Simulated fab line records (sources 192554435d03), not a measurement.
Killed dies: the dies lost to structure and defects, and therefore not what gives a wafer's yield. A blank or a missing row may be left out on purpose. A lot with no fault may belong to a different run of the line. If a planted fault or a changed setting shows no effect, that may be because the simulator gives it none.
Split-lot experiment	flow n5 finfet	39 wafers read across 7 lots, on a route 1938 steps long

== THE SPLIT ==
At N5_BEOL_M14_ETCH_68 (etches SOC in N2/H2, time 450 s), the setting target depth a was moved away from the recipe's 9000 angstrom on 12 of the 39 wafers read, by -53.2% to +53.1%. All remaining wafers had this setting at the recipe value.

The reading is taken at the split's own step.

== THE READING ==
SiARC_of_BEOL_M14_COAT_66.thk nm (the simulator's own value, which no gauge read), in nm, at N5_BEOL_M14_ETCH_68 (etches SOC in N2/H2, time 450 s). The file does not state a usual value for it. The 27 wafers here that ran the recipe average 65.2 nm, standard deviation 0.87 nm.

wafer	tool, chamber at the split	target depth a as run, angstrom	against the recipe	SiARC_of_BEOL_M14_COAT_66.thk nm, nm	against lot-mates on the recipe
L074.1	rie diel-05, 1	13780	+53.1%	40.8	-24.5
L074.2	rie diel-05, 0	9000	recipe	65.8	-
L074.3	rie diel-05, 2	13780	+53.1%	42.4	-22.9
L074.4	rie diel-05, 2	13780	+53.1%	42.4	-22.9
L074.5	rie diel-05, 0	9000	recipe	65.6	-
L074.6	rie diel-05, 1	9000	recipe	64.6	-
L075.1	rie diel-06, 2	9000	recipe	65.2	-
L075.2	rie diel-06, 1	9000	recipe	63.8	-
L075.3	rie diel-06, 3	9000	recipe	64.6	-
L075.4	rie diel-06, 1	9000	recipe	64.2	-
L075.5	rie diel-06, 2	9000	recipe	64.8	-
L075.6	rie diel-06, 3	9000	recipe	64.4	-
L081.1	rie diel-05, 0	9000	recipe	66.2	-
L081.2	rie diel-05, 1	9000	recipe	64.8	-
L081.3	rie diel-05, 0	9000	recipe	67	-
L081.4	rie diel-05, 1	9000	recipe	65	-
L081.5	rie diel-05, 1	9000	recipe	65.2	-
L081.6	rie diel-05, 0	9000	recipe	66.4	-
L086.1	rie diel-06, 3,2	9000	recipe	65.6	-
L086.4	rie diel-06, 3,2	9000	recipe	65.6	-
L086.3	rie diel-06, 0	9000	recipe	66.8	-
L089.1	rie diel-06, 1	10760	+19.6%	54.8	-9.9
L089.2	rie diel-06, 3	10760	+19.6%	55.6	-9.1
L089.3	rie diel-06, 2	9000	recipe	65.4	-
L089.4	rie diel-06, 3	9000	recipe	64.8	-
L089.5	rie diel-06, 1	9000	recipe	63.8	-
L089.6	rie diel-06, 2	10760	+19.6%	56.4	-8.3
L090.1	rie diel-04, 1	4988	-44.6%	84.6	+19.0
L090.2	rie diel-04, 3	9000	recipe	65.2	-
L090.3	rie diel-04, 2	9000	recipe	65.6	-
L090.4	rie diel-04, 0	4988	-44.6%	85.6	+20.0
L090.5	rie diel-04, 2	4988	-44.6%	85.2	+19.6
L090.6	rie diel-04, 1	9000	recipe	66	-
L093.1	rie diel-06, 1	4208	-53.2%	89.2	+24.1
L093.2	rie diel-06, 2	9000	recipe	66.4	-
L093.3	rie diel-06, 3	9000	recipe	65.2	-
L093.4	rie diel-06, 0	4208	-53.2%	88.6	+23.5
L093.5	rie diel-06, 3	4208	-53.2%	89.4	+24.3
L093.6	rie diel-06, 0	9000	recipe	63.6	-
Rows listing several chambers each stand for several wafers; the file does not say which wafer went through which chamber.

FIT RESULTS
A straight line over all 39 wafers: SiARC_of_BEOL_M14_COAT_66.thk nm changes by -0.447 nm for each +1% of target depth a; r = -1.00; the points scatter about the line by 0.86 nm.
The same after taking each lot's own level away (the mean of its wafers on the recipe; 39 wafers): -0.445 nm for each +1%; r = -1.00; scatter 0.69 nm.
According to that fit, moving target depth a by its largest amount changes the reading by 24 nm.
The span of the lots' own levels, 64.50 to 66.00 nm, comes to 1.7 times the standard deviation stated above.
Consequently the slope shifts little with the lot-to-lot level, the two slopes agreeing.
Check: +23.6 nm against its lot-mates is what the line predicts for one of the wafers moved furthest among these (-53.2%) when that wafer is left out of the fit. Against them it came out at +24.1 nm.

== THE OTHER SPLITS THESE WAFERS WENT THROUGH ==
Before the reading, these wafers also passed through other splits. Each is held against what the fit with the lots' levels taken away leaves over:
other split on the same wafers	wafers away from the commonest value	r with SiARC_of_BEOL_M14_COAT_66.thk nm (lot level and that fit taken away)
N5_SD_EPI_P_EPI_21 time s	12	+0.10
N5_HKMG_FIN_ALD_72 ald cycles	18	-0.06
N5_MOL_CONTACT_COAG_ALD_133 ald cycles	15	+0.00
N5_BEOL_M1_ILD_DEP_00 time s	15	-0.13
N5_BEOL_M4_ETCH_70 target depth a	12	+0.02
N5_BEOL_M6_ALD_77 ald cycles	9	+0.07
N5_BEOL_M8_DESCUM_16 time s	18	-0.06

== THE FILE'S OWN FIT ==
SiARC_of_BEOL_M14_COAT_66.thk nm changes by -0.445 nm for each +1% of target depth a, r = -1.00.
